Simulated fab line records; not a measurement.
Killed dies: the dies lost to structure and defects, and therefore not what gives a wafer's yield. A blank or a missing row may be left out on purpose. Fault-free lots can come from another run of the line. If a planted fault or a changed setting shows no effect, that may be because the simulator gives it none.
fab line records	flow nand_harc
record: lots: 24	wafers: 72	last_day: 25
route steps=1159 shown A_CONTACT@871 A_BLC@975
lots with no fault: from the same line, run without faults
start_h: hours from the record's first day to the start of the lot's first wafer shown	wait_h: hours elapsed since this lot's preceding step	" identical to the entry in the row above	L1.1+2: a row that stands for several wafers	- either no value or no given start	* or withheld: withheld	< > ~ a bound
route shown NAME@n: a module of which the file shows steps, and the number in the route of the first	usual: mean/standard deviation taken from wafers without a fault	same: alike in all rows	chamber/n: place in a boat	sites: each site's reading	_std_site: the standard deviation of these	_edge_site: inner sites' mean taken away from outer sites' mean	radius_mm: for every site, how far away it sits from the centre of the wafer	mask NAME#n: copy n	behind: tool/chamber where the wafer was last shaped	hold: why the lot was held/for how many hours/how that ended	device: names the non-switching transistor (n, p or np)	end of line: at the end of the route, the tests of the same wafers	a step without rows: its recipe alone	killed: at the first sort, the dies lost to defects and structure; wafer yield is something else	map: dies across one wafer; x = killed, . = not, _ = none there
set.NAME: the setting that was run; set.NAME@STEP: the one run at that earlier step	model.NAME: the simulator's own value behind a step, which no gauge read
steps of the route over a sample of lots; a table a step, a row a wafer
services: a tool's chamber out of use, with start hour (start_h, from the record's first day; less than 0 if before it), hours out, and reason
== steps ==
step: NHARC_A_CONTACT_ETCH_120
recipe: source_w: withheld	pressure_mtorr: 20	bias_v: 3000	time_s: 94	target_depth_a: 9220	ar_flow_sccm: withheld	c4f8_flow_sccm: withheld	o2_flow_sccm: withheld	chemistry: C4F8/O2/Ar
usual: chamber_pressure_mTorr: 19.999/0.017
same: time_s: 94
lot.wafer	tool	chamber	start_h	wait_h	chamber_pressure_mTorr	rf_hours_counter_h
L075.2	har_cap_etch-03	0	367.80	0.1	19.987	88
L075.3	"	1	"	"	19.981	-
L075.6	"	0	"	"	19.987	-
L074.1	har_cap_etch-02	0	368.91	0.1	20.002	9
L074.3	"	0	"	"	20.036	-
L074.6	"	0	"	"	20.011	-
L077.1	har_cap_etch-02	1	373.87	0.1	19.944	10
L077.6	"	0	"	"	20.017	-
L077.5	"	1	"	"	19.990	-
L076.1	har_cap_etch-01	1	374.36	0.1	19.969	47
L076.4	"	0	"	"	19.993	-
L076.5	"	0	"	"	19.989	-
L079.1	har_cap_etch-01	1	390.61	0.1	19.997	52
L079.4	"	1	"	"	19.997	-
L079.6	"	1	"	"	19.998	-
L078.1	har_cap_etch-03	0	391.07	0.1	20.009	94
L078.4	"	1	"	"	20.000	-
L078.6	"	1	"	"	20.024	-
L081.1	har_cap_etch-01	1	415.14	0.1	19.999	54
L081.4	"	0	"	"	20.008	-
L081.3	"	1	"	"	19.988	-
L080.2	har_cap_etch-03	0	416.60	0.1	19.989	96
L080.4	"	1	"	"	19.984	-
L080.6	"	1	"	"	19.973	-
L085.3	har_cap_etch-03	1	429.80	0.1	20.010	-
L085.4	"	0	"	"	19.998	-
L085.5	"	0	"	"	19.970	-
L084.3	har_cap_etch-03	0	436.04	0.1	20.010	-
L084.5	"	0	"	"	20.015	-
L084.6	"	1	"	"	20.021	-
L082.2	har_cap_etch-02	0	436.59	0.1	19.987	19
L082.1	"	1	"	"	19.991	19
L082.4	"	1	"	"	19.985	-
L083.1	har_cap_etch-03	1	441.94	0.1	19.982	99
L083.3	"	0	"	"	20.017	-
L083.6	"	0	"	"	20.019	-
L087.1	har_cap_etch-02	1	449.11	0.1	19.992	21
L087.2	"	0	"	"	20.034	21
L087.6	"	0	"	"	20.014	-
L086.1	har_cap_etch-02	1	454.44	0.1	20.020	23
L086.4	"	1	"	"	19.999	-
L086.6	"	1	"	"	20.031	-
L089.1	har_cap_etch-03	1	455.55	0.1	20.015	102
L089.2	"	0	"	"	20.007	102
L089.5	"	0	"	"	20.018	-
L088.1	har_cap_etch-02	0	457.49	0.1	20.010	24
L088.3	"	1	"	"	19.998	-
L088.5	"	1	"	"	20.010	-
L090.2	har_cap_etch-03	1	464.90	0.1	20.011	105
L090.1	"	0	"	"	19.989	105
L090.4	"	1	"	"	20.027	-
L092.1	har_cap_etch-02	1	467.48	0.1	20.004	27
L092.5	"	1	"	"	19.988	-
L092.6	"	0	"	"	19.968	-
L091.1	har_cap_etch-03	1	469.18	0.1	20.033	106
L091.3	"	0	"	"	20.006	-
L091.4	"	1	"	"	20.010	-
L094.3	har_cap_etch-03	0	480.02	0.1	19.982	-
L094.4	"	1	"	"	19.991	-
L094.6	"	0	"	"	19.996	-
L093.1	har_cap_etch-03	0	485.40	0.1	19.988	110
L093.2	"	1	"	"	20.026	110
L093.3	"	1	"	"	20.007	-
L096.2	har_cap_etch-02	1	499.32	0.1	19.988	32
L096.4	"	1	"	"	20.002	-
L096.5	"	0	"	"	19.985	-
L095.2	har_cap_etch-03	0	501.41	0.1	19.994	112
L095.1	"	1	"	"	19.992	112
L095.6	"	1	"	"	19.985	-
L097.1	har_cap_etch-01	1	512.11	0.1	19.991	73
L097.3	"	1	"	"	19.994	-
L097.6	"	1	"	"	19.998	-
step: NHARC_A_CONTACT_INSPECT_71
usual: raw_defect_count: 30/14
lot.wafer	tool	chamber	start_h	wait_h	raw_defect_count
L075.2	defect_inspect-01	-	375.63	0.0	28
L075.3	"	-	"	"	39
L075.6	"	-	"	"	33
L074.1	defect_inspect-02	-	375.87	0.0	25
L074.3	"	-	"	"	18
L074.6	"	-	"	"	23
L077.1	defect_inspect-01	-	379.33	0.0	10
L077.5	"	-	"	"	11
L077.6	"	-	"	"	11
L076.1	defect_inspect-02	-	379.64	0.0	32
L076.4	"	-	"	"	48
L076.5	"	-	"	"	33
L079.1	defect_inspect-01	-	395.13	0.0	27
L079.4	"	-	"	"	22
L079.6	"	-	"	"	25
L078.1	defect_inspect-01	-	396.86	0.0	21
L078.4	"	-	"	"	17
L078.6	"	-	"	"	29
L081.1	defect_inspect-01	-	421.09	0.0	34
L081.3	"	-	"	"	36
L081.4	"	-	"	"	37
L080.2	defect_inspect-02	-	421.51	0.0	19
L080.4	"	-	"	"	13
L080.6	"	-	"	"	13
L085.3	defect_inspect-02	-	437.28	0.0	33
L085.4	"	-	"	"	22
L085.5	"	-	"	"	25
L084.3	defect_inspect-01	-	441.00	0.1	38
L084.5	"	-	"	"	31
L084.6	"	-	"	"	27
L082.1	defect_inspect-01	-	441.40	0.1	49
L082.2	"	-	"	"	49
L082.4	"	-	"	"	45
L083.1	defect_inspect-02	-	450.13	0.0	11
L083.3	"	-	"	"	12
L083.6	"	-	"	"	15
L087.1	defect_inspect-01	-	454.20	0.0	36
L087.2	"	-	"	"	47
L087.6	"	-	"	"	35
L086.1	defect_inspect-01	-	459.16	0.0	24
L086.4	"	-	"	"	21
L086.6	"	-	"	"	16
L089.1	defect_inspect-02	-	460.47	0.0	32
L089.2	"	-	"	"	35
L089.5	"	-	"	"	37
L088.1	defect_inspect-02	-	462.28	0.0	55
L088.3	"	-	"	"	38
L088.5	"	-	"	"	39
L090.1	defect_inspect-01	-	471.22	0.0	34
L090.2	"	-	"	"	32
L090.4	"	-	"	"	44
L092.1	defect_inspect-02	-	472.97	0.0	9
L092.5	"	-	"	"	8
L092.6	"	-	"	"	19
L091.1	defect_inspect-02	-	474.89	0.0	42
L091.3	"	-	"	"	30
L091.4	"	-	"	"	32
L094.3	defect_inspect-02	-	485.49	0.0	33
L094.4	"	-	"	"	32
L094.6	"	-	"	"	39
L093.1	defect_inspect-01	-	490.77	0.0	50
L093.2	"	-	"	"	52
L093.3	"	-	"	"	57
L096.2	defect_inspect-01	-	504.64	0.0	16
L096.4	"	-	"	"	12
L096.5	"	-	"	"	12
L095.1	defect_inspect-02	-	506.06	0.0	60
L095.2	"	-	"	"	59
L095.6	"	-	"	"	50
L097.1	defect_inspect-01	-	519.28	0.0	11
L097.3	"	-	"	"	21
L097.6	"	-	"	"	20
step: NHARC_A_CONTACT_DESCUM_74
recipe: time_s: 3	o2_flow_sccm: 200	ar_flow_sccm: 0	bias_power_w: 0	chemistry: O2
usual: chamber_pressure_mTorr: 59.99/0.052	drypump_motor_current_A: 5.7/0.42	oes_product_au: 1.001/0.0071	rf_vpp_V: 57.8/0.9	showerhead_plenum_p_Torr: 1.93/0.098	throttle_valve_pct: 11.311/0.01
same: time_s: 3
lot.wafer	tool	chamber	start_h	wait_h	chamber_pressure_mTorr	drypump_motor_current_A	oes_product_au	rf_hours_counter_h	rf_vpp_V	showerhead_plenum_p_Torr	throttle_valve_pct
L075.3	rie_diel-04	0	375.69	0.1	60.06	5.8	1.003	15	58.9	1.95	11.314
L075.2	"	3	"	"	59.91	5.1	1.000	16	57.2	1.82	11.305
L075.6	"	0	"	"	60.03	5.8	1.008	-	58.4	1.95	11.293
L074.1	rie_diel-13	2	375.94	0.1	59.99	6.5	1.005	39	59.2	2.06	11.299
L074.3	"	3	"	"	59.96	5.4	0.993	38	56.3	1.77	11.296
L074.6	"	1	"	"	60.00	5.3	0.996	-	57.0	1.80	11.306
L077.1	rie_diel-13	1	379.41	0.1	59.94	5.3	0.997	38	57.2	1.80	11.305
L077.5	"	3	"	"	60.06	5.4	0.995	-	55.4	1.76	11.311
L077.6	"	0	"	"	60.08	5.6	1.010	-	56.9	1.93	11.311
L076.1	rie_diel-04	3	379.72	0.1	59.99	5.1	0.996	17	57.9	1.82	11.316
L076.4	"	0	"	"	60.00	5.9	1.004	17	58.3	1.95	11.295
L076.5	"	1	"	"	59.95	5.5	1.000	-	58.2	2.04	11.322
L079.4	rie_diel-04	2	395.19	0.1	59.97	5.8	0.999	20	58.7	1.88	11.309
L079.1	"	3	"	"	59.96	5.1	0.998	20	57.1	1.82	11.297
L079.6	"	2	"	"	59.97	5.8	0.999	-	58.9	1.88	11.290
L078.4	rie_diel-06	0	396.92	0.1	59.94	5.9	0.996	57	58.2	1.94	11.294
L078.1	"	1	"	"	59.96	6.5	1.014	57	59.7	1.99	11.323
L078.6	"	0	"	"	60.01	5.9	0.997	-	58.3	1.94	11.297
L081.4	rie_diel-04	0	421.15	0.1	60.01	5.8	1.006	22	57.4	1.95	11.316
L081.3	"	1	"	"	60.00	5.5	1.003	23	58.7	2.04	11.309
L081.1	"	3	"	"	59.95	5.1	0.993	22	56.5	1.81	11.308
L080.2	rie_diel-04	1	421.58	0.1	59.92	5.4	1.000	23	58.9	2.04	11.328
L080.4	"	3	"	"	60.01	5.1	1.000	23	57.2	1.81	11.330
L080.6	"	0	"	"	59.93	5.8	1.014	-	58.8	1.95	11.302
L085.3	rie_diel-06	3	437.35	0.1	59.99	6.3	1.008	4	57.7	2.08	11.317
L085.4	"	0	"	"	59.93	5.9	1.004	5	57.5	1.94	11.308
L085.5	"	3	"	"	59.96	6.3	1.007	-	58.1	2.08	11.305
L084.3	rie_diel-13	3	441.14	0.1	59.95	5.4	0.988	62	59.1	1.76	11.321
L084.5	"	3	"	"	60.12	5.4	0.993	-	58.1	1.76	11.303
L084.6	"	0	"	"	59.97	5.6	1.015	-	57.1	1.92	11.318
L082.4	rie_diel-04	1	441.46	0.1	59.98	5.5	1.004	26	58.8	2.03	11.308
L082.2	"	3	"	"	60.02	5.1	1.006	27	57.8	1.81	11.318
L082.1	"	0	"	"	59.95	5.8	1.014	26	59.3	1.95	11.311
L083.1	rie_diel-13	0	450.19	0.1	59.94	5.6	1.009	62	57.1	1.92	11.331
L083.3	"	1	"	"	60.06	5.3	1.006	65	57.8	1.79	11.298
L083.6	"	0	"	"	59.88	5.6	1.007	-	57.3	1.92	11.311
L087.2	rie_diel-04	1	454.27	0.1	59.98	5.5	1.009	28	58.3	2.03	11.328
L087.1	"	2	"	"	59.96	5.8	0.998	29	59.2	1.88	11.304
L087.6	"	0	"	"	59.97	5.8	1.011	-	58.9	1.95	11.317
L086.4	rie_diel-04	0	459.22	0.1	59.95	5.8	1.004	30	58.0	1.95	11.314
L086.1	"	3	"	"	59.90	5.1	0.990	30	57.6	1.81	11.309
L086.6	"	1	"	"	60.00	5.5	0.993	-	59.2	2.03	11.324
L089.2	rie_diel-06	0	460.53	0.1	59.87	5.9	1.009	16	57.8	1.94	11.330
L089.1	"	1	"	"	60.05	6.5	0.997	16	58.6	1.98	11.303
L089.5	"	0	"	"	59.91	5.9	1.000	-	58.4	1.94	11.300
L088.3	rie_diel-04	1	462.36	0.1	59.98	5.4	1.001	31	57.1	2.03	11.326
L088.1	"	2	"	"	59.98	5.8	0.993	32	57.4	1.88	11.300
L088.5	"	0	"	"	60.05	5.8	1.001	-	58.2	1.95	11.329
L090.2	rie_diel-13	0	471.29	0.1	59.99	5.6	1.004	3	56.8	1.92	11.310
L090.4	"	1	"	"	59.91	5.3	1.009	3	56.6	1.79	11.317
L090.1	"	2	"	"	60.03	6.6	0.999	3	58.7	2.05	11.315
L092.1	rie_diel-13	1	473.05	0.1	60.01	5.3	1.002	3	56.3	1.79	11.306
L092.6	"	2	"	"	60.07	6.5	0.997	-	58.0	2.05	11.332
L092.5	"	3	"	"	59.98	5.5	0.996	-	58.6	2.07	11.319
L091.3	rie_diel-13	0	474.95	0.1	60.11	5.6	1.003	5	57.9	1.92	11.308
L091.1	"	2	"	"	60.00	6.5	1.009	5	58.7	2.05	11.295
L091.4	"	3	"	"	59.95	5.4	0.991	5	58.1	2.07	11.335
L094.3	rie_diel-04	0	485.55	0.1	60.05	5.9	0.987	2	57.8	1.94	11.305
L094.4	"	1	"	"	60.04	5.5	1.008	1	57.2	2.03	11.297
L094.6	"	0	"	"	59.91	5.8	1.003	-	57.0	1.94	11.312
L093.3	rie_diel-13	2	490.83	0.1	59.94	6.6	1.003	10	58.6	2.05	11.297
L093.1	"	3	"	"	60.02	5.4	0.991	10	58.4	2.07	11.313
L093.2	"	1	"	"	59.91	5.3	1.009	10	55.4	1.79	11.292
L096.4	rie_diel-04	0	504.71	0.1	59.99	5.8	1.004	4	57.2	1.94	11.313
L096.2	"	2	"	"	60.11	5.9	0.994	5	58.4	1.88	11.304
L096.5	"	3	"	"	60.08	5.1	0.993	-	57.4	1.81	11.322
L095.2	rie_diel-13	2	506.12	0.1	60.01	6.5	1.004	19	58.1	2.05	11.309
L095.1	"	3	"	"	60.04	5.4	0.984	18	59.5	2.07	11.298
L095.6	"	3	"	"	59.97	5.4	0.997	-	58.8	2.07	11.316
L097.1	rie_diel-04	1	519.36	0.1	60.00	5.5	1.012	8	57.0	2.03	11.319
L097.3	"	2	"	"	60.03	5.8	0.991	8	57.0	1.88	11.307
L097.6	"	3	"	"	59.95	5.1	0.989	-	56.0	1.81	11.296
step: NHARC_A_CONTACT_CD_MEAS_80
usual: cd_nm: 189.8/0.64
lot.wafer	tool	chamber	start_h	wait_h	cd_nm
L075.2	cd_sem-01	-	378.97	-	189.5
L075.3	"	-	"	"	188.1
L075.6	"	-	"	"	189.6
L074.1	cd_sem-03	-	379.24	-	189.5
L074.3	"	-	"	"	190.9
L074.6	"	-	"	"	190.9
L076.1	cd_sem-03	-	383.14	-	189.0
L076.4	"	-	"	"	189.1
L076.5	"	-	"	"	189.1
L077.1	cd_sem-01	-	383.34	-	189.2
L077.5	"	-	"	"	188.8
L077.6	"	-	"	"	190.5
L079.1	cd_sem-03	-	398.83	-	189.4
L079.4	"	-	"	"	190.7
L079.6	"	-	"	"	189.5
L078.1	cd_sem-02	-	400.16	-	188.2
L078.4	"	-	"	"	188.5
L078.6	"	-	"	"	188.9
L081.1	cd_sem-02	-	424.61	-	189.1
L081.3	"	-	"	"	189.2
L081.4	"	-	"	"	190.0
L080.2	cd_sem-01	-	425.00	-	190.2
L080.4	"	-	"	"	190.2
L080.6	"	-	"	"	190.1
L085.3	cd_sem-01	-	440.65	-	190.0
L085.4	"	-	"	"	189.4
L085.5	"	-	"	"	189.7
L084.3	cd_sem-03	-	444.51	-	189.9
L084.5	"	-	"	"	189.8
L084.6	"	-	"	"	190.2
L082.1	cd_sem-02	-	444.72	-	189.3
L082.2	"	-	"	"	189.5
L082.4	"	-	"	"	189.6
L083.1	cd_sem-03	-	454.04	-	190.2
L083.3	"	-	"	"	189.0
L083.6	"	-	"	"	188.7
L087.1	cd_sem-02	-	457.65	-	190.6
L087.2	"	-	"	"	190.9
L087.6	"	-	"	"	190.4
L086.1	cd_sem-01	-	462.48	-	189.7
L086.4	"	-	"	"	189.6
L086.6	"	-	"	"	189.5
L089.1	cd_sem-02	-	463.88	-	189.6
L089.2	"	-	"	"	189.3
L089.5	"	-	"	"	189.4
L088.1	cd_sem-03	-	465.67	-	190.0
L088.3	"	-	"	"	190.0
L088.5	"	-	"	"	190.5
L090.1	cd_sem-01	-	475.01	-	190.0
L090.2	"	-	"	"	190.0
L090.4	"	-	"	"	189.4
L092.1	cd_sem-02	-	476.78	-	190.1
L092.5	"	-	"	"	190.0
L092.6	"	-	"	"	189.6
L091.1	cd_sem-03	-	478.40	-	189.0
L091.3	"	-	"	"	189.7
L091.4	"	-	"	"	190.7
L094.3	cd_sem-02	-	488.80	-	189.2
L094.4	"	-	"	"	189.1
L094.6	"	-	"	"	189.5
L093.1	cd_sem-03	-	494.07	-	190.5
L093.2	"	-	"	"	190.6
L093.3	"	-	"	"	190.7
L096.2	cd_sem-03	-	507.98	-	190.6
L096.4	"	-	"	"	189.9
L096.5	"	-	"	"	190.3
L095.1	cd_sem-03	-	509.86	-	191.0
L095.2	"	-	"	"	190.4
L095.6	"	-	"	"	191.4
L097.1	cd_sem-02	-	522.61	-	189.2
L097.3	"	-	"	"	189.8
L097.6	"	-	"	"	190.4
step: NHARC_A_BLC_OVL_MEAS_11
usual: overlay_x_nm: -0.1/0.69	overlay_y_nm: 0.1/0.86
lot.wafer	tool	chamber	start_h	wait_h	overlay_x_nm	overlay_y_nm
L075.2	overlay-02	-	393.82	-	-0.9	-0.4
L075.3	"	-	"	"	-0.1	-0.6
L075.6	"	-	"	"	-0.6	-0.2
L074.1	overlay-01	-	394.69	-	0.6	-0.9
L074.3	"	-	"	"	-0.2	-0.7
L074.6	"	-	"	"	0.4	-1.3
L076.1	overlay-01	-	395.29	-	-0.4	0.1
L076.4	"	-	"	"	-0.3	0.2
L076.5	"	-	"	"	0.2	0.1
L077.1	overlay-02	-	396.72	-	-0.5	0.6
L077.5	"	-	"	"	-0.5	1.1
L077.6	"	-	"	"	-0.4	0.5
L079.1	overlay-01	-	409.59	-	1.0	1.9
L079.4	"	-	"	"	1.3	1.5
L079.6	"	-	"	"	0.8	2.0
L078.1	overlay-01	-	409.91	-	-0.6	0.7
L078.4	"	-	"	"	-0.4	0.6
L078.6	"	-	"	"	-1.1	0.8
L081.1	overlay-01	-	437.27	-	0.7	-0.9
L081.3	"	-	"	"	-0.3	-1.2
L081.4	"	-	"	"	-0.2	-1.1
L080.2	overlay-02	-	438.03	-	0.0	-0.3
L080.4	"	-	"	"	0.6	0.7
L080.6	"	-	"	"	0.0	-0.1
L085.3	overlay-01	-	449.48	-	1.1	-1.0
L085.4	"	-	"	"	0.9	-0.6
L085.5	"	-	"	"	0.8	-1.1
L084.3	overlay-02	-	456.17	-	-0.3	-0.5
L084.5	"	-	"	"	-0.6	0.1
L084.6	"	-	"	"	-0.6	-0.7
L082.1	overlay-01	-	457.03	-	0.8	-0.4
L082.2	"	-	"	"	0.6	-0.4
L082.4	"	-	"	"	0.8	-0.2
L083.1	overlay-02	-	466.32	-	-1.2	1.0
L083.3	"	-	"	"	-1.3	1.4
L083.6	"	-	"	"	-1.4	0.7
L087.1	overlay-01	-	467.06	-	-0.6	0.3
L087.2	"	-	"	"	-0.8	0.0
L087.6	"	-	"	"	-1.5	0.2
L086.1	overlay-02	-	477.56	-	0.3	1.3
L086.4	"	-	"	"	0.4	1.3
L086.6	"	-	"	"	0.8	0.7
L089.1	overlay-01	-	478.83	-	-0.6	0.8
L089.2	"	-	"	"	-0.7	0.7
L089.5	"	-	"	"	-1.1	0.8
L088.1	overlay-02	-	479.56	-	0.7	0.5
L088.3	"	-	"	"	-0.1	0.5
L088.5	"	-	"	"	-0.1	0.8
L090.1	overlay-01	-	495.74	-	0.0	-0.1
L090.2	"	-	"	"	-0.3	0.3
L090.4	"	-	"	"	0.4	-0.1
L092.1	overlay-02	-	496.06	-	0.4	1.1
L092.5	"	-	"	"	0.2	0.9
L092.6	"	-	"	"	-0.1	1.3
L091.1	overlay-02	-	496.79	-	-0.9	-1.0
L091.3	"	-	"	"	-0.9	-1.2
L091.4	"	-	"	"	-0.3	-0.8
L094.3	overlay-02	-	500.88	-	0.2	0.0
L094.4	"	-	"	"	0.9	-0.3
L094.6	"	-	"	"	0.4	-0.3
L093.1	overlay-01	-	507.78	-	-0.6	-1.7
L093.2	"	-	"	"	-1.0	-1.9
L093.3	"	-	"	"	-0.7	-1.4
L096.2	overlay-02	-	520.70	-	-0.9	-0.4
L096.4	"	-	"	"	-0.9	0.2
L096.5	"	-	"	"	-0.7	-0.2
L095.1	overlay-01	-	522.09	-	-0.6	1.5
L095.2	"	-	"	"	-0.4	1.3
L095.6	"	-	"	"	-0.2	1.7
L097.1	overlay-02	-	537.61	-	0.2	0.7
L097.3	"	-	"	"	0.2	0.4
L097.6	"	-	"	"	0.9	1.2
step: NHARC_A_BLC_ETCH_17
recipe: target_depth_a: 3900	over_etch_frac: 0.25	time_s: 609.38	ion_energy_ev: 200	n2_flow_sccm: 150	h2_flow_sccm: 150	ar_flow_sccm: 0	rf_w: 400	bias_w: 150	chemistry: N2/H2
usual: chamber_pressure_mTorr: 29.997/0.027	drypump_motor_current_A: 6.0/0.39	oes_product_au: 0.997/0.011	rf_vpp_V: 429.4/2.6	showerhead_plenum_p_Torr: 2.00/0.089	throttle_valve_pct: 14.171/0.0087
same: time_s: 609.38
lot.wafer	tool	chamber	start_h	wait_h	chamber_pressure_mTorr	drypump_motor_current_A	oes_product_au	rf_hours_counter_h	rf_vpp_V	showerhead_plenum_p_Torr	throttle_valve_pct
L075.2	rie_diel-01	1	-	-	30.019	5.6	1.013	24	427.4	1.90	14.173
L075.3	"	3	"	"	30.050	6.0	1.014	28	431.4	2.04	14.185
L075.6	"	1	"	"	30.007	5.6	1.008	-	425.3	1.90	14.165
L074.1	rie_diel-12	1	-	-	30.009	6.5	0.993	1	432.3	2.08	14.186
L074.3	"	3	"	"	30.003	5.7	0.992	1	428.0	1.96	14.166
L074.6	"	1	"	"	29.989	6.6	0.994	-	432.5	2.08	14.175
L076.1	rie_diel-01	3	-	-	30.007	6.0	1.003	28	430.5	2.04	14.169
L076.4	"	0	"	"	30.028	5.8	1.016	28	429.2	1.99	14.161
L076.5	"	3	"	"	29.990	6.0	1.002	-	430.2	2.04	14.166
L077.1	rie_diel-01	2	-	-	29.999	5.8	1.011	28	427.7	1.91	14.158
L077.6	"	0	"	"	29.980	5.8	0.994	-	428.1	1.99	14.174
L077.5	"	1	"	"	30.037	5.6	0.999	-	427.3	1.90	14.157
L079.4	rie_diel-01	2	-	-	30.027	5.8	1.016	32	426.1	1.91	14.175
L079.1	"	3	"	"	29.985	6.0	1.004	33	431.3	2.04	14.165
L079.6	"	1	"	"	29.980	5.6	1.009	-	426.8	1.90	14.175
L078.4	rie_diel-12	2	-	-	29.951	6.6	0.987	2	430.9	2.05	14.152
L078.1	"	1	"	"	30.006	6.5	0.981	2	431.6	2.08	14.185
L078.6	"	2	"	"	29.967	6.5	0.986	-	431.1	2.05	14.166
L081.1	rie_diel-08	2	-	-	30.028	5.9	0.981	12	425.0	1.89	14.173
L081.4	"	0	"	"	29.968	5.4	1.002	11	433.9	2.19	14.161
L081.3	"	1	"	"	30.029	5.9	1.016	13	431.7	2.08	14.172
L080.2	rie_diel-12	0	-	-	30.003	5.8	1.010	4	424.9	1.90	14.177
L080.4	"	2	"	"	30.034	6.6	0.985	4	430.7	2.05	14.182
L080.6	"	1	"	"	30.019	6.6	1.000	-	431.8	2.08	14.175
L085.3	rie_diel-08	1	-	-	30.032	6.0	1.012	14	430.2	2.08	14.151
L085.4	"	3	"	"	29.983	6.5	1.013	14	429.6	1.99	14.161
L085.5	"	2	"	"	29.980	5.9	0.987	-	426.2	1.89	14.174
L084.3	rie_diel-12	2	-	-	30.039	6.5	0.981	5	430.6	2.05	14.164
L084.5	"	2	"	"	29.971	6.6	0.983	-	430.5	2.05	14.174
L084.6	"	3	"	"	29.981	5.7	0.987	-	427.8	1.96	14.167
L082.2	rie_diel-12	2	-	-	29.998	6.6	0.987	6	432.4	2.05	14.170
L082.1	"	3	"	"	29.995	5.6	0.996	6	430.2	1.96	14.174
L082.4	"	0	"	"	30.017	5.8	1.011	6	425.4	1.90	14.170
L083.1	rie_diel-08	3	-	-	30.002	6.5	1.006	15	427.3	1.99	14.169
L083.3	"	1	"	"	30.040	5.9	1.004	15	432.7	2.08	14.161
L083.6	"	0	"	"	29.968	5.4	1.002	-	435.7	2.19	14.172
L087.2	rie_diel-12	1	-	-	30.028	6.5	0.993	7	431.6	2.08	14.185
L087.1	"	2	"	"	30.032	6.5	0.991	7	430.3	2.05	14.173
L087.6	"	0	"	"	30.019	5.8	0.996	-	425.8	1.90	14.163
L086.1	rie_diel-12	1	-	-	29.989	6.6	0.985	8	431.8	2.08	14.173
L086.6	"	2	"	"	30.015	6.6	0.976	-	430.6	2.05	14.185
L086.4	"	1	"	"	29.990	6.5	1.000	-	432.4	2.08	14.156
L089.1	rie_diel-01	2	-	-	30.004	5.7	0.995	59	426.3	1.90	14.177
L089.2	"	0	"	"	29.964	5.8	1.013	62	429.0	1.98	14.173
L089.5	"	2	"	"	29.981	5.8	0.994	-	426.7	1.90	14.186
L088.1	rie_diel-12	1	-	-	30.026	6.5	0.992	8	432.2	2.08	14.176
L088.3	"	0	"	"	29.974	5.8	0.991	9	427.5	1.90	14.175
L088.5	"	2	"	"	30.036	6.5	0.993	-	430.2	2.04	14.165
L090.4	rie_diel-08	3	-	-	30.038	6.5	1.002	0	429.4	1.99	14.180
L090.1	"	0	"	"	29.946	5.4	1.007	0	435.0	2.18	14.186
L090.2	"	1	"	"	30.010	5.9	0.995	0	431.3	2.08	14.178
L092.1	rie_diel-08	3	-	-	30.011	6.5	0.998	1	429.2	1.99	14.188
L092.5	"	2	"	"	29.984	5.9	1.000	-	425.8	1.89	14.193
L092.6	"	3	"	"	30.017	6.5	0.999	-	428.1	1.99	14.180
L091.3	rie_diel-08	2	-	-	30.055	5.9	1.002	1	426.6	1.89	14.162
L091.4	"	3	"	"	30.012	6.5	1.003	1	431.2	1.99	14.164
L091.1	"	1	"	"	30.010	5.9	0.999	1	432.1	2.08	14.162
L094.4	rie_diel-12	1	-	-	29.992	6.5	1.006	11	430.8	2.08	14.180
L094.3	"	3	"	"	29.980	5.7	0.976	9	428.7	1.95	14.166
L094.6	"	1	"	"	29.970	6.5	0.991	-	434.5	2.08	14.176
L093.1	rie_diel-08	0	-	-	30.004	5.4	0.997	2	435.1	2.18	14.167
L093.2	"	2	"	"	30.000	5.9	0.992	3	425.9	1.89	14.176
L093.3	"	3	"	"	29.987	6.5	1.001	3	429.6	1.99	14.168
L096.4	rie_diel-12	1	-	-	30.044	6.6	0.986	13	431.6	2.08	14.175
L096.2	"	3	"	"	29.998	5.7	0.999	11	429.0	1.95	14.170
L096.5	"	0	"	"	30.003	5.8	1.005	-	426.6	1.90	14.160
L095.2	rie_diel-08	0	-	-	30.007	5.4	1.009	4	435.7	2.18	14.181
L095.1	"	1	"	"	30.002	5.9	1.002	3	431.7	2.08	14.170
L095.6	"	3	"	"	30.010	6.5	1.003	-	430.4	1.99	14.176
L097.3	rie_diel-08	2	-	-	29.974	6.0	0.985	6	427.0	1.89	14.162
L097.1	"	0	"	"	30.006	5.4	0.994	6	434.4	2.18	14.169
L097.6	"	3	"	"	29.991	6.5	0.995	-	429.5	1.99	14.164
== services ==
tool	chamber	start_h	hours	kind
rie_diel-04	0	347.04	-	clean
rie_diel-04	1	347.04	-	clean
rie_diel-04	2	347.04	-	clean
rie_diel-04	3	347.04	-	clean
rie_diel-12	-	355.07	0.8	repair
rie_diel-06	3	359.28	27.0	repair
rie_diel-12	0	369.27	5.6	repair
rie_diel-04	0	371.54	-	clean
rie_diel-04	1	371.54	-	clean
rie_diel-04	2	371.54	-	clean
rie_diel-04	3	371.54	-	clean
rie_diel-12	-	379.43	9.0	pm
rie_diel-04	0	396.08	-	clean
rie_diel-04	3	397.47	2.3	repair
rie_diel-06	-	418.27	9.0	pm
rie_diel-13	2	445.58	10.8	repair
rie_diel-13	-	453.25	9.0	pm
rie_diel-08	1	456.44	8.4	repair
rie_diel-04	-	466.30	9.0	pm
rie_diel-12	3	466.63	19.6	repair
rie_diel-08	-	478.84	9.0	pm
rie_diel-01	-	493.07	9.0	pm
rie_diel-08	-	500.71	0.4	repair
rie_diel-08	1	509.17	7.4	repair
== key ==
fault none
